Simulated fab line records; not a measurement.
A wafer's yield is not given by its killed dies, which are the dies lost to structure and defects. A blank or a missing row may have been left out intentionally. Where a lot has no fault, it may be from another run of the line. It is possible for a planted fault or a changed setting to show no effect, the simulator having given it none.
fab line records	flow n5_finfet
[record] lots = 7	wafers = 21
route steps=1938 shown PMOS_HMC_CHANNEL_EPI@62 FIN_SAQP@109 FIN_CUT@173 SD_EPI_N@262 SD_ACTIVATION@330 HKMG_FIN@403
start_h: hours from the record's first day to the start of the lot's first wafer shown	wait_h: hours since the lot's step before	" identical to the entry in the row above	L1.1+2: one row covering several wafers at once	- value missing, or start not given	* or withheld: withheld	< > ~ a bound
route shown NAME@n: a module of which the file shows steps, and the number in the route of the first	usual: mean and standard deviation over wafers with no fault	same: alike in all rows	chamber/n: place in a boat	sites: the reading at each site	_std_site: how widely they spread, as a standard deviation	_edge_site: the outer-site mean with the inner-site mean subtracted	radius_mm: for every site, how far away it sits from the centre of the wafer	mask NAME#n: copy n	behind: the most recent tool/chamber to have shaped the wafer	hold: cause of the lot's hold/its duration in hours/its outcome	device: names the non-switching transistor (n, p or np)	end of line: the route-end tests of the same wafers	a step with no rows: only its recipe	killed: not the wafer's yield, but the dies lost to structure and defects at the first sort	map: the dies of a wafer, with x for killed, . for not killed, _ for no die there
set.NAME: the setting the step ran with; set.NAME@STEP: the setting that earlier step ran with	model.NAME: the simulator's own value behind a step, which no gauge read
lots whose settings were changed on purpose; a table a step, a row a wafer
[[steps]]
[step N5_PMOS_HMC_CHANNEL_EPI_EXPOSE_06]
[recipe] mask_id = PMOS_HMC_BLK	na = 1.35	source_shape = conventional	sigma_outer = 0.8	polarization = unpolarized	target_cd_nm = 240	dose_mj = 41
lot.wafer	tool	chamber	start_h	wait_h	mask	set.dose_mj
L074.4	arfi_scanner-01	0	16.78	-	PMOS_HMC_BLK#0	41
L074.5+6	"	0	"	"	PMOS_HMC_BLK#0	43.14
L078.3+4+6	arfi_scanner-01	0	41.35	-	PMOS_HMC_BLK#0	41
L083.3+4+5	arfi_scanner-02	0	71.10	-	PMOS_HMC_BLK#0	41
L085.2+6	arfi_scanner-02	0	82.86	-	PMOS_HMC_BLK#0	39.83
L085.3	"	0	"	"	PMOS_HMC_BLK#0	41
L088.1+5	arfi_scanner-01	0	100.97	-	PMOS_HMC_BLK#0	38.64
L088.2	"	0	"	"	PMOS_HMC_BLK#0	41
L091.1+4	arfi_scanner-03	0	120.27	-	PMOS_HMC_BLK#0	41
L091.3	"	0	"	"	PMOS_HMC_BLK#0	43.86
L092.4+6	arfi_scanner-02	0	125.13	-	PMOS_HMC_BLK#0	41
L092.5	"	0	"	"	PMOS_HMC_BLK#0	43.67
[step N5_PMOS_HMC_CHANNEL_EPI_PEB_07]
[recipe] peb_temp_c = 110	peb_time_s = 60	resist = CAR-ArF-block
lot.wafer	tool	chamber	start_h	wait_h	set.peb_time_s
L074.4+6	litho_track-05	0	16.82	0.0	60
L074.5	"	0	"	"	55.16
L078.3+4+6	litho_track-05	0	41.39	0.0	60
L083.3+4	litho_track-02	0	71.15	0.0	48.81
L083.5	"	0	"	"	60
L085.2+3	litho_track-01	0	82.91	0.0	66.15
L085.6	"	0	"	"	60
L088.1+2	litho_track-02	0	101.03	0.1	60
L088.5	"	0	"	"	50.91
L091.1+3	litho_track-01	0	120.33	0.1	60
L091.4	"	0	"	"	64.77
L092.4+5+6	litho_track-01	0	125.17	0.0	60
[step N5_PMOS_HMC_CHANNEL_EPI_DEVELOP_08]
[recipe] develop_time_s = 30	developer = TMAH	resist = CAR-ArF-block	dev_temp_c = 23	rinse_liquid = diw	dry = air_spin
[step N5_PMOS_HMC_CHANNEL_EPI_CD_MEAS_09]
[recipe] target_cd_nm = 237.4	landing_energy_ev = 500	detector = se_inlens
[usual] cd_nm = 237.6/1.1
lot.wafer	tool	chamber	start_h	wait_h	set.dose_mj@PMOS_HMC_CHANNEL_EPI_EXPOSE_06	set.peb_time_s@PMOS_HMC_CHANNEL_EPI_PEB_07	cd_nm
L074.4	cd_sem-02	0	16.89	-	41	60	237.1
L074.5	"	0	"	"	43.14	55.16	236.8
L074.6	"	0	"	"	43.14	60	240.6
L078.3	cd_sem-02	0	41.46	-	41	60	237.1
L078.4	"	0	"	"	41	60	236.1
L078.6	"	0	"	"	41	60	236.6
L083.3	cd_sem-01	0	71.22	-	41	48.81	228.9
L083.4	"	0	"	"	41	48.81	229.3
L083.5	"	0	"	"	41	60	237.4
L085.2	cd_sem-01	0	82.98	-	39.83	66.15	239.2
L085.3	"	0	"	"	41	66.15	241.3
L085.6	"	0	"	"	39.83	60	237.0
L088.1	cd_sem-01	0	101.10	-	38.64	60	232.6
L088.2	"	0	"	"	41	60	236.8
L088.5	"	0	"	"	38.64	50.91	225.6
L091.1	cd_sem-01	0	120.39	-	41	60	236.2
L091.3	"	0	"	"	43.86	60	241.6
L091.4	"	0	"	"	41	64.77	241.4
L092.4	cd_sem-01	0	125.24	-	41	60	238.7
L092.5	"	0	"	"	43.67	60	242.1
L092.6	"	0	"	"	41	60	238.7
[step N5_PMOS_HMC_CHANNEL_EPI_DESCUM_14]
[recipe] chemistry = O2	time_s = 7.9	source_power_w = 50	bias_power_w = 20	pressure_mtorr = 20	rf_frequency_hz = 2.712e+07	temp_c = 40	resist = CAR-ArF-block	o2_flow_sccm = 225
lot.wafer	tool	chamber	start_h	wait_h	set.dose_mj@PMOS_HMC_CHANNEL_EPI_EXPOSE_06	set.peb_time_s@PMOS_HMC_CHANNEL_EPI_PEB_07	model.PMOS_HMC_CHANNEL_EPI.cd_nm
L074.4	rie_diel-02	3	16.98	0.0	41	60	237.2
L074.5	"	0	"	"	43.14	55.16	236.9
L074.6	"	3	"	"	43.14	60	240.7
L078.3	rie_diel-06	2	41.55	0.0	41	60	237.3
L078.4	"	3	"	"	41	60	236
L078.6	"	3	"	"	41	60	236.6
L083.3	rie_diel-02	3	71.30	0.0	41	48.81	229.1
L083.4	"	1	"	"	41	48.81	229.2
L083.5	"	3	"	"	41	60	237.6
L085.2	rie_diel-06	0	83.07	0.0	39.83	66.15	239.4
L085.3	"	3	"	"	41	66.15	241.2
L085.6	"	1	"	"	39.83	60	237
L088.1	rie_diel-06	0	101.19	0.0	38.64	60	232.8
L088.2	"	1	"	"	41	60	237
L088.5	"	0	"	"	38.64	50.91	225.3
L091.1	rie_diel-06	1	120.48	0.0	41	60	236.4
L091.3	"	0	"	"	43.86	60	241.5
L091.4	"	2	"	"	41	64.77	241.9
L092.4	rie_diel-02	0	125.32	0.0	41	60	238.1
L092.5	"	1	"	"	43.67	60	241.6
L092.6	"	0	"	"	41	60	238.7
[step N5_FIN_SAQP_PEB_14]
[recipe] peb_temp_c = withheld	peb_time_s = 60	resist = CAR-ArF
lot.wafer	tool	chamber	start_h	wait_h	set.peb_time_s
L074.4+5	litho_track-05	0	20.92	0.0	65.32
L074.6	"	0	"	"	60
L078.3+4+6	litho_track-03	0	45.82	0.0	60
L083.3+5	litho_track-05	0	75.29	0.0	60
L083.4	"	0	"	"	70.2
L085.2+3	litho_track-05	0	87.87	0.0	68.56
L085.6	"	0	"	"	60
L088.1+2+5	litho_track-05	0	105.05	0.1	60
L091.1+3	litho_track-04	0	124.46	0.1	49.69
L091.4	"	0	"	"	60
L092.4	litho_track-05	0	130.35	0.0	60
L092.5+6	"	0	"	"	72.76
[step N5_FIN_SAQP_DEVELOP_15]
[recipe] develop_time_s = 30	developer = TMAH	resist = CAR-ArF	dev_temp_c = 23	rinse_liquid = diw	dry = air_spin
lot.wafer	tool	chamber	start_h	wait_h	set.develop_time_s
L074.4+5	litho_track-05	0	-	-	30
L074.6	"	0	"	"	34.77
L078.3+4+6	litho_track-03	0	-	-	30
L083.3+4+5	litho_track-05	0	-	-	30
L085.2	litho_track-05	0	-	-	30
L085.3+6	"	0	"	"	33.74
L088.1+2	litho_track-05	0	-	-	30
L088.5	"	0	"	"	32.25
L091.1+3+4	litho_track-04	0	-	-	32.12
L092.4+5	litho_track-05	0	-	-	30
L092.6	"	0	"	"	35.95
[step N5_FIN_SAQP_CD_MEAS_16]
[recipe] target_cd_nm = 35.6	landing_energy_ev = 500	detector = se_inlens
[usual] cd_nm = 35.6/0.4
lot.wafer	tool	chamber	start_h	wait_h	set.peb_time_s@FIN_SAQP_PEB_14	cd_nm
L074.4	cd_sem-02	0	20.99	-	65.32	34.1
L074.5	"	0	"	"	65.32	34.5
L074.6	"	0	"	"	60	35.9
L078.3	cd_sem-03	0	45.89	-	60	35.6
L078.4	"	0	"	"	60	35.7
L078.6	"	0	"	"	60	35.5
L083.3	cd_sem-03	0	75.36	-	60	35.5
L083.4	"	0	"	"	70.2	33.6
L083.5	"	0	"	"	60	35.3
L085.2	cd_sem-02	0	87.94	-	68.56	33.8
L085.3	"	0	"	"	68.56	33.4
L085.6	"	0	"	"	60	35.6
L088.1	cd_sem-02	0	105.12	-	60	35.6
L088.2	"	0	"	"	60	35.8
L088.5	"	0	"	"	60	35.9
L091.1	cd_sem-01	0	124.53	-	49.69	38.3
L091.3	"	0	"	"	49.69	38.4
L091.4	"	0	"	"	60	35.9
L092.4	cd_sem-02	0	130.42	-	60	35.6
L092.5	"	0	"	"	72.76	32.7
L092.6	"	0	"	"	72.76	32.6
[step N5_FIN_CUT_CUT_ETCH_26]
[recipe] chemistry = CH3F/O2	target = SiNx	target_depth_a = 390	mask_material = SOC	time_s = 55.7	pressure_mtorr = 30	source_w = 395	bias_w = 73	Ar_flow_sccm = 150	CH3F_flow_sccm = 30	O2_flow_sccm = 20	ion_energy_ev = 120
lot.wafer	tool	chamber	start_h	wait_h	set.time_s	model.etch.depth_nm	model.SOC_of_FIN_CUT_COAT_18.thk_nm
L074.4	rie_diel-02	1	26.39	0.0	55.7	38.6	211.2
L074.5	"	3	"	"	55.7	39.17	210.8
L074.6	"	2	"	"	55.7	37.77	210.8
L078.3	rie_diel-02	0	51.12	0.0	55.7	39.77	211.6
L078.4	"	2	"	"	55.7	38.04	212
L078.6	"	1	"	"	55.7	38.31	211.2
L083.3	rie_diel-06	0	80.73	0.0	55.7	38.02	211.8
L083.4	"	1	"	"	55.7	37.73	212
L083.5	"	0	"	"	65	44.4	208.4
L085.2	rie_diel-06	3	95.64	0.0	55.7	40.42	209.2
L085.3	"	0	"	"	55.7	39.29	210.8
L085.6	"	2	"	"	55.7	39.46	210.8
L088.1	rie_diel-06	3	110.46	0.0	55.7	39.8	211.4
L088.2	"	0	"	"	55.7	39.02	212.2
L088.5	"	3	"	"	55.7	39.99	211.8
L091.1	rie_diel-06	0	129.63	0.0	55.7	38.11	211.6
L091.3	"	1	"	"	55.7	38.15	211
L091.4	"	3	"	"	55.7	39.23	209.8
L092.4	rie_diel-05	0	136.14	0.0	55.7	37.96	211.4
L092.5	"	1	"	"	62.23	43	208.8
L092.6	"	0	"	"	55.7	38.59	210.8
[step N5_SD_EPI_N_COAT_32]
[recipe] resist = SOC	temp_c = 250	time_s = 60	spin_rpm = 1500	resist_thk_nm = 350
lot.wafer	tool	chamber	start_h	wait_h	set.spin_rpm	model.SOC_of_SD_EPI_N_COAT_32.thk_nm
L074.4	litho_track-03	0	48.37	0.0	1355	369.4
L074.5	"	0	"	"	1500	351.6
L074.6	"	0	"	"	1500	350.6
L078.3+6	litho_track-01	0	75.11	0.0	1500	350
L078.4	"	0	"	"	1500	350.4
L083.3	litho_track-01	0	101.16	0.0	1500	350.2
L083.4	"	0	"	"	1500	349.4
L083.5	"	0	"	"	1451	356.8
L085.2	litho_track-01	0	117.25	0.0	1500	350.4
L085.3	"	0	"	"	1561	344
L085.6	"	0	"	"	1500	350.6
L088.1	litho_track-04	0	130.42	0.0	1649	335.2
L088.2	"	0	"	"	1500	350.8
L088.5	"	0	"	"	1500	351.2
L091.1	litho_track-01	0	151.40	0.0	1423	358.8
L091.3	"	0	"	"	1500	349.2
L091.4	"	0	"	"	1500	348.4
L092.4	litho_track-03	0	157.49	0.0	1399	362.2
L092.5	"	0	"	"	1500	349.6
L092.6	"	0	"	"	1500	350.6
[step N5_SD_EPI_N_COAT_33]
[recipe] resist = SiARC	temp_c = 220	time_s = 60	spin_rpm = 1500	resist_thk_nm = 35
lot.wafer	tool	chamber	start_h	wait_h	set.spin_rpm	model.SiARC_of_SD_EPI_N_COAT_33.thk_nm
L074.4	litho_track-03	0	-	-	1500	35.2
L074.5	"	0	"	"	1500	35
L074.6	"	0	"	"	1600	34
L078.3+4+6	litho_track-01	0	-	-	1500	34.8
L083.3	litho_track-01	0	-	-	1381	36.6
L083.4	"	0	"	"	1500	35
L083.5	"	0	"	"	1381	36.4
L085.2	litho_track-01	0	-	-	1500	34.8
L085.3+6	"	0	"	"	1500	35
L088.1	litho_track-04	0	-	-	1500	35.2
L088.2	"	0	"	"	1586	34
L088.5	"	0	"	"	1586	34.2
L091.1+4	litho_track-01	0	-	-	1500	34.8
L091.3	"	0	"	"	1566	34
L092.4+6	litho_track-03	0	-	-	1602	33.8
L092.5	"	0	"	"	1500	35
[step N5_SD_EPI_N_COAT_03]
[recipe] resist = CAR-ArF-block	spin_rpm = 1500	resist_thk_nm = 150
[step N5_SD_EPI_N_EBR_05]
[recipe] solvent = PGMEA	ebr_width_mm = 1.5
[step N5_SD_EPI_N_DESCUM_14]
[recipe] chemistry = O2	time_s = 7.9	source_power_w = 50	bias_power_w = 20	pressure_mtorr = 20	rf_frequency_hz = 2.712e+07	temp_c = 40	resist = CAR-ArF-block	o2_flow_sccm = 225
[step N5_SD_EPI_N_ETCH_34]
[recipe] chemistry = CF4	target = SiARC	target_depth_a = 455	mask_material = CAR-ArF-block	time_s = 75.8	ion_energy_ev = 80	pressure_mtorr = 40	source_w = 545	bias_w = 36	Ar_flow_sccm = 100	cf4_flow_sccm = 100	ends = cleared
lot.wafer	tool	chamber	start_h	wait_h	set.spin_rpm@SD_EPI_N_COAT_33	model.CAR-ArF-block_of_SD_EPI_N_COAT_03.thk_nm	model.etch.depth_nm
L074.4	rie_diel-01	3	48.73	0.0	1500	112	35.17
L074.5	"	3	"	"	1500	112	35.1
L074.6	"	2	"	"	1600	112.6	33.98
L078.3	rie_diel-03	1	75.47	0.0	1500	110.4	34.81
L078.4	"	0	"	"	1500	110.2	34.83
L078.6	"	2	"	"	1500	110.2	34.78
L083.3	rie_diel-04	2	101.65	0.0	1381	109.6	36.52
L083.4	"	0	"	"	1500	111	35.06
L083.5	"	1	"	"	1381	109.6	36.4
L085.2	rie_diel-03	1	118.11	0.0	1500	110.8	34.89
L085.3	"	0	"	"	1500	110.2	34.99
L085.6	"	3	"	"	1500	110.6	34.9
L088.1	rie_diel-04	3	130.91	0.0	1500	111.2	35.19
L088.2	"	1	"	"	1586	112	34.07
L088.5	"	3	"	"	1586	112.8	34.15
L091.1	rie_diel-04	2	151.90	0.0	1500	111.2	34.86
L091.3	"	0	"	"	1566	111.8	34.08
L091.4	"	2	"	"	1500	111.4	34.78
L092.4	rie_diel-01	1	157.97	0.0	1602	112.4	33.81
L092.5	"	0	"	"	1500	111.4	34.97
L092.6	"	3	"	"	1602	112.4	33.76
[step N5_SD_EPI_N_EPI_21]
[recipe] material = Si:P	dopant = P	temp_c = 680	pressure_torr = 255	time_s = 690
lot.wafer	tool	chamber	start_h	wait_h	set.time_s	model.Si-P_of_SD_EPI_N_EPI_21.thk_nm
L074.4	epi_rpcvd-02	0	51.21	0.9	690	60
L074.5	"	0	"	"	748.3	62
L074.6	"	0	"	"	748.3	62.8
L078.3	epi_rpcvd-02	0	77.67	0.7	690	59.6
L078.4	"	0	"	"	690	58.4
L078.6	"	0	"	"	690	59
L083.3	epi_rpcvd-03	0	103.84	0.7	561.4	51.6
L083.4	"	0	"	"	690	58.2
L083.5	"	0	"	"	561.4	51.8
L085.2	epi_rpcvd-02	0	120.03	0.4	690	58
L085.3	"	0	"	"	690	58.2
L085.6	"	0	"	"	781.5	63.4
L088.1	epi_rpcvd-02	0	132.55	0.1	595.7	53.4
L088.2	"	0	"	"	690	57.8
L088.5	"	0	"	"	595.7	53.6
L091.1+3	epi_rpcvd-03	0	153.53	0.1	690	59.2
L091.4	"	0	"	"	690	58.4
L092.4	epi_rpcvd-03	0	160.46	0.9	690	59
L092.5	"	0	"	"	690	58.8
L092.6	"	0	"	"	690	59.2
[step N5_SD_EPI_N_PRECLEAN_24]
[recipe] chemistry = O3/DIW	time_s = 60	temp_c = 22	o3_ppm = 10
lot.wafer	tool	chamber	start_h	wait_h	set.time_s@SD_EPI_N_EPI_21	model.Si-P_of_SD_EPI_N_EPI_21.thk_nm
L074.4	wet_bench-01	1	52.12	0.0	690	59.6
L074.5	"	5	"	"	748.3	61.6
L074.6	"	4	"	"	748.3	62.4
L078.3	wet_bench-01	5	78.86	0.0	690	59.2
L078.4	"	4	"	"	690	58
L078.6	"	2	"	"	690	58.6
L083.3	wet_bench-03	4	105.04	0.0	561.4	51.2
L083.4	"	3	"	"	690	57.8
L083.5	"	6	"	"	561.4	51.4
L085.2	wet_bench-02	7	121.50	0.0	690	57.6
L085.3	"	2	"	"	690	57.8
L085.6	"	3	"	"	781.5	62.8
L088.1	wet_bench-01	1	134.31	0.0	595.7	53
L088.2	"	5	"	"	690	57.4
L088.5	"	3	"	"	595.7	53.2
L091.1+3	wet_bench-03	7,3	155.30	0.0	690	58.8
L091.4	"	6	"	"	690	58
L092.4	wet_bench-03	3	161.37	0.0	690	58.6
L092.5	"	2	"	"	690	58.4
L092.6	"	4	"	"	690	58.8
[step N5_SD_EPI_N_SRD_25]
[recipe] time_s = 30	temp_c = 23	rinse_liquid = diw	dry = ipa_marangoni
[step N5_SD_EPI_N_PRECLEAN_49]
[recipe] chemistry = NF3:NH3	afs_cycles = 1	temp_c = 30	time_s = 20	sublimation_temp_c = 180	sublimation_time_s = 60	pressure_torr = 3	rf_power_w = 30
[step N5_SD_ACTIVATION_RTA_00]
[recipe] temp_c = 975	time_s = 0	ambient = N2	idle_temp_c = 600	ramp_up_c_per_s = 150	ramp_down_c_per_s = 60	cool_to_c = 600
[step N5_SD_ACTIVATION_LSA_01]
[recipe] temp_c = 1080	time_s = 0.0008	ambient = N2
[step N5_SD_ACTIVATION_RS_MEAS_03]
[recipe] thk_meas_gauge = four-point-probe
[usual] RS_SD_N = 21.89/0.27	RS_SD_P = 56.1/0.87
lot.wafer	tool	chamber	start_h	wait_h	set.time_s@SD_EPI_N_EPI_21	RS_SD_N[ohm/sq]	RS_SD_P[ohm/sq]
L074.4	film_metro-01	-	57.21	0.1	690	21.69	56.5
L074.5	"	-	"	"	748.3	21.10	56.9
L074.6	"	-	"	"	748.3	20.85	56.2
L078.3	film_metro-01	-	83.93	0.2	690	21.62	56.7
L078.4	"	-	"	"	690	22.10	56.3
L078.6	"	-	"	"	690	21.82	56.8
L083.3	film_metro-02	-	110.18	0.2	561.4	25.17	55.6
L083.4	"	-	"	"	690	22.27	55.9
L083.5	"	-	"	"	561.4	24.84	56.1
L085.2	film_metro-01	-	126.67	0.2	690	22.23	56.7
L085.3	"	-	"	"	690	21.95	57.6
L085.6	"	-	"	"	781.5	20.06	57.6
L088.1	film_metro-01	-	139.56	0.2	595.7	24.38	55.6
L088.2	"	-	"	"	690	22.45	54.9
L088.5	"	-	"	"	595.7	24.21	55.6
L091.1	film_metro-02	-	160.49	0.2	690	21.87	55.4
L091.3	"	-	"	"	690	21.74	54.8
L091.4	"	-	"	"	690	22.12	54.9
L092.4	film_metro-02	-	166.87	0.2	690	21.60	56.2
L092.5	"	-	"	"	690	21.67	56.6
L092.6	"	-	"	"	690	21.64	55.4
[step N5_HKMG_FIN_ETCH_55]
[recipe] chemistry = N2/H2	target = SOC	target_depth_a = 2400	temp_c = 40	time_s = 300	ion_energy_ev = 200	mask_material = SiARC	pressure_mtorr = 30	source_w = 840	bias_w = 150	n2_flow_sccm = 200	h2_flow_sccm = 200
[usual] rf_vpp_V = 524.1/2.4
lot.wafer	tool	chamber	start_h	wait_h	set.bias_w	rf_vpp_V
L074.4	rie_diel-03	3	70.09	0.1	150	521.3
L074.5	"	1	"	"	136.1	491.4
L074.6	"	2	"	"	136.1	496.4
L078.3	rie_diel-01	2	96.78	0.0	150	523.3
L078.4	"	1	"	"	150	528.3
L078.6	"	3	"	"	150	522.3
L083.3	rie_diel-01	3	123.09	0.0	150	524.0
L083.4	"	0	"	"	150	521.4
L083.5	"	1	"	"	150	528.7
L085.2	rie_diel-01	1	139.87	0.0	150	528.9
L085.3	"	2	"	"	171	569.8
L085.6	"	0	"	"	171	565.6
L088.1	rie_diel-03	1	153.69	0.0	150	521.0
L088.2	"	0	"	"	162.7	551.7
L088.5	"	1	"	"	162.7	549.8
L091.1	rie_diel-03	3	173.39	0.0	150	520.5
L091.3	"	2	"	"	150	527.2
L091.4	"	1	"	"	150	522.4
L092.4	rie_diel-03	0	180.78	0.0	128.8	474.0
L092.5	"	3	"	"	150	522.6
L092.6	"	0	"	"	128.8	474.1
[[key]]
[split] step = N5_PMOS_HMC_CHANNEL_EPI_EXPOSE_06	setting = dose_mj	stated = 41	by = wafer
[response] step = N5_PMOS_HMC_CHANNEL_EPI_CD_MEAS_09	reading = cd_nm	slope = +0.627	per = 1%	together_with = peb_time_s@PMOS_HMC_CHANNEL_EPI_PEB_07	explained = 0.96
[response] step = N5_PMOS_HMC_CHANNEL_EPI_DESCUM_14	reading = model.PMOS_HMC_CHANNEL_EPI.cd_nm	slope = +0.601	per = 1%	together_with = peb_time_s@PMOS_HMC_CHANNEL_EPI_PEB_07	explained = 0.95
[split] step = N5_PMOS_HMC_CHANNEL_EPI_PEB_07	setting = peb_time_s	stated = 60	by = wafer
[response] step = N5_PMOS_HMC_CHANNEL_EPI_CD_MEAS_09	reading = cd_nm	slope = +0.441	per = 1%	together_with = dose_mj@PMOS_HMC_CHANNEL_EPI_EXPOSE_06	explained = 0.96
[response] step = N5_PMOS_HMC_CHANNEL_EPI_DESCUM_14	reading = model.PMOS_HMC_CHANNEL_EPI.cd_nm	slope = +0.459	per = 1%	together_with = dose_mj@PMOS_HMC_CHANNEL_EPI_EXPOSE_06	explained = 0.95
[split] step = N5_FIN_SAQP_PEB_14	setting = peb_time_s	stated = 60	by = wafer
[response] step = N5_FIN_SAQP_CD_MEAS_16	reading = cd_nm	change = -0.136	per = 1%	r = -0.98
[split] step = N5_FIN_SAQP_DEVELOP_15	setting = develop_time_s	stated = 30	by = wafer
response none clear
[split] step = N5_FIN_CUT_CUT_ETCH_26	setting = time_s	stated = 55.7	by = wafer
[response] step = N5_FIN_CUT_CUT_ETCH_26	reading = model.etch.depth_nm	change = +0.395	per = 1%	r = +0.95
[response] step = N5_FIN_CUT_CUT_ETCH_26	reading = model.SOC_of_FIN_CUT_COAT_18.thk_nm	change = -0.205	per = 1%	r = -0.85
[split] step = N5_SD_EPI_N_COAT_32	setting = spin_rpm	stated = 1500	by = wafer
[response] step = N5_SD_EPI_N_COAT_32	reading = model.SOC_of_SD_EPI_N_COAT_32.thk_nm	change = -1.77	per = 1%	r = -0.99
[split] step = N5_SD_EPI_N_COAT_33	setting = spin_rpm	stated = 1500	by = wafer
[response] step = N5_SD_EPI_N_COAT_33	reading = model.SiARC_of_SD_EPI_N_COAT_33.thk_nm	change = -0.181	per = 1%	r = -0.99
[response] step = N5_SD_EPI_N_ETCH_34	reading = model.CAR-ArF-block_of_SD_EPI_N_COAT_03.thk_nm	change = +0.151	per = 1%	r = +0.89
[response] step = N5_SD_EPI_N_ETCH_34	reading = model.etch.depth_nm	change = -0.176	per = 1%	r = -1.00
[split] step = N5_SD_EPI_N_EPI_21	setting = time_s	stated = 690	by = wafer
[response] step = N5_SD_EPI_N_EPI_21	reading = model.Si-P_of_SD_EPI_N_EPI_21.thk_nm	change = +0.346	per = 1%	r = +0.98
[response] step = N5_SD_EPI_N_PRECLEAN_24	reading = model.Si-P_of_SD_EPI_N_EPI_21.thk_nm	change = +0.343	per = 1%	r = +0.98
[response] step = N5_SD_ACTIVATION_RS_MEAS_03	reading = RS_SD_N	change = -0.14	per = 1%	r = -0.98
[split] step = N5_HKMG_FIN_ETCH_55	setting = bias_w	stated = 150	by = wafer
[response] step = N5_HKMG_FIN_ETCH_55	reading = rf_vpp_V	change = +3.14	per = 1%	r = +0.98
